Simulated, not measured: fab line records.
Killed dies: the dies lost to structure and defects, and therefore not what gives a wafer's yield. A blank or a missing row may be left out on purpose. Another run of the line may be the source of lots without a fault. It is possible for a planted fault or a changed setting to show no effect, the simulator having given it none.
Code-filled problem report in 8D (eight disciplines) form	flow nand_harc	the parts of the form that need people (team, actions taken, sign-off) are left out

== 1. WHAT IS WRONG ==
Wafers without a fault read 29, standard deviation 11; killed_at_array at NHARC_END_SORT_01 reads a mean of 99 on 6 wafers belonging to 2 lots. Relative to the usual mean, that is a shift of +6.3 standard deviations.
Seen first at day 23 10:24 on prober-01, wafer L592.1. The record has a number at this step for 6 wafers belonging to 2 lots. By rule, "out" or "out of limits" means more than 4 standard deviations away from the usual mean. The other wafers with a number count as sound.

== 2. WHAT IT IS AND WHAT IT IS NOT ==
question	is	is not
which readings at this step	killed_at_array, killed_dies	killed_at_other, killed_at_periphery, killed_open, killed_short
which lots	L592, L598	-
which wafers of those lots	all that have a number	-
read on which gauges	prober-01, prober-02	-
when	from day 23 10:24	up to then (0 sound wafers)

== 3. WHAT RULES OUT EACH SUSPECT ==
Counting: any tool at a process step up to the reading is kept as a suspect provided that every lot that is out went through it and no sound lot did after the first of them.
- the gauge at NHARC_END_SORT_01: ruled out. The wafers that are out were read on 2 gauges (prober-01, prober-02).
- har_cap_etch-01 at NHARC_A_CONTACT_ETCH_130 (etches the open film in C4F8/O2/Ar, time 155 s, target depth 956 nm): kept. It ran every lot that is out, first L592 (day 20 20:49), and no sound lot after that.
Left after counting: har_cap_etch-01 at NHARC_A_CONTACT_ETCH_130.

== 4. THE CAUSE (what the simulator had put in) ==
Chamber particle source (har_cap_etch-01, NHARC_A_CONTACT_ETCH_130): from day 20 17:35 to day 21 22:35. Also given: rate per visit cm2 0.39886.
After counting, this tool was the only one left.

== 5. THE EFFECT CHAIN, in route order ==
Each row: a reading where the mean over the struck wafers with a number is more than 3 standard deviations away from the usual. Only readings for which the record gives a usual standard deviation are gone through. hours: the time from each lot's start at the first step in this table that gives one to its start at this step, as a median over the lots. sigmas: the change in usual standard deviations.
hours	step	reading	usual	on struck wafers	change	sigmas
0	NHARC_END_SORT_01	killed_at_array	29	99	+70	+6.3
0	NHARC_END_SORT_01	killed_dies	33	100	+67	+6.1

== 6. WHAT WOULD HAVE CAUGHT IT SOONER ==
Counted from the fault's start at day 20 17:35, it took 65 hours until the first out-of-limits reading at a measuring or inspecting step in this record, taken at day 23 10:24.
The start of NHARC_A_CONTACT_ETCH_130 on har_cap_etch-01 came by day 23 10:24 for every one of the lots that are out (2). A hold on the tool at that time would have spared none of them.
